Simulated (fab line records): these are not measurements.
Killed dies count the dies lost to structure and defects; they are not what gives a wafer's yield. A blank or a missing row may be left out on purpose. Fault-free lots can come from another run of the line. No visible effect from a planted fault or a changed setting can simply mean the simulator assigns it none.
Comparing a struck lot with a sound one || flow nand harc || 15 out of 1159 route steps
Sound: these wafers, L978.2, L978.3, L978.6. Struck: wafer L981.4 (left out: L981.3, L981.6 of the same lot, which were not struck); the cause appears at the end.
Each step with rows lists, per side, the tool, then ch with its chambers, then its first start. Under that, the readings that differ: sound wafers || struck wafers || difference of the means || sigmas: that difference in standard deviations of wafers without a fault.
alike: a reading whose means differ by less than 2 such deviations, as well as words and numbers matching on both sides. not compared: withheld readings; readings where some wafer has no value; bounds like >300 that might hide an equal value; numbers whose values overlap and for which the record gives no deviation.
Wherever a step has rows on one side only, a row that says differs or no value, or a row with sigmas, the two part there. When numbers do not overlap yet have no deviation, they are printed without sigmas and do not part them. A reading missing from all wafers of one side parts the sides only when that side holds two or more wafers.

NHARC_P_M0_OVL_MEAS_10: pitch 180 nm.
  sound on overlay-01, day 9 13:14; struck on overlay-02, day 10 11:50
  alike: overlay x nm, overlay y nm
NHARC_P_M0_INSPECT_11:
  sound on defect inspect-01, day 9 13:16; struck on defect inspect-02, day 10 11:52
  alike: raw defect count
NHARC_P_M0_DESCUM_14: chemistry O2, time 3 s.
  sound on rie diel-01 ch 0,3, day 9 13:20; struck on rie diel-13 ch 2, day 10 11:55
  alike: drypump motor current A, oes product au, rf vpp V, showerhead plenum p Torr, throttle valve pct
  not compared: rf hours counter h
then, 1 step without rows for these wafers: NHARC_P_M0_ETCH_34 (etches the open film in N2/H2, target depth 40 nm, overetch 12 nm, time 43.94 s).
NHARC_P_M0_ETCH_15: etches the open film in C4F8/Ar, target depth 150 nm, overetch 15 nm, time 82.5 s.
  sound on rie diel-01 ch 0,1,3; struck on rie diel-13 ch 1
  alike: oes product au, rf vpp V
  not compared: rf hours counter h
NHARC_P_M0_CD_MEAS_16:
  sound on cd sem-02, day 9 13:38; struck on cd sem-02, day 10 12:14
  alike: cd nm
then, 2 steps without rows for these wafers: NHARC_P_M0_STRIP_18 (strips in N2/H2); NHARC_P_M0_STRIP_19 (strips in post etch residue remover, time 600 s).
NHARC_P_M0_DEGAS_28: time 60 s.
  sound on pvd sputter-03, day 9 14:15; struck on pvd sputter-02, day 10 12:50
  alike: heater power w
NHARC_P_M0_PRE_CLEAN_29: time 30 s.
  sound on pvd sputter-03; struck on pvd sputter-02
  alike: heater power w
NHARC_P_M0_PVD_20: deposits TaN, target thk 5 nm, time 8.06 s.
  sound on pvd sputter-03; struck on pvd sputter-02
  alike: throttle valve pct
then, 1 step without rows for these wafers: NHARC_P_M0_PVD_21 (deposits Cu, target thk 30 nm, time 20.49 s).
NHARC_P_M0_ECD_22: material Cu, target thk 400 nm.
  sound on ecd cu-01 ch 1, day 9 14:37; struck on ecd cu-02 ch 1, day 10 13:18
{"reading": "bath temp c (C)", "sound": "25.07 24.94 24.95", "struck": 25.19, "difference": "+0.20", "sigmas": "+2"}
then, 1 step without rows for these wafers: NHARC_P_M0_ANNEAL_30 (time 90 s).
NHARC_P_M0_CMP_23: polishes, t overpolish 20 s, target thk 117.53 nm.
  sound on cmp-03 ch 0,2,3, day 9 15:23; struck on cmp-03 ch 0, day 10 13:55
{"reading": "time to endpoint s (s)", "sound": "27.9 26.4 26.9", "struck": 11.0, "difference": -16.1, "sigmas": -9}
  alike: edge zone pressure frac, motor current A
  not compared: pad life wafers

WHERE THEY PART
Last at NHARC_P_M0_CMP_23 as far as this record goes, first at NHARC_P_M0_ECD_22.

WHY: what the simulator had put in
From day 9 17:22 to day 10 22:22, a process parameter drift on ecd cu-02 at NHARC_P_M0_ECD_22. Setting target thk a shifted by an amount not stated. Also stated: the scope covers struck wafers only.
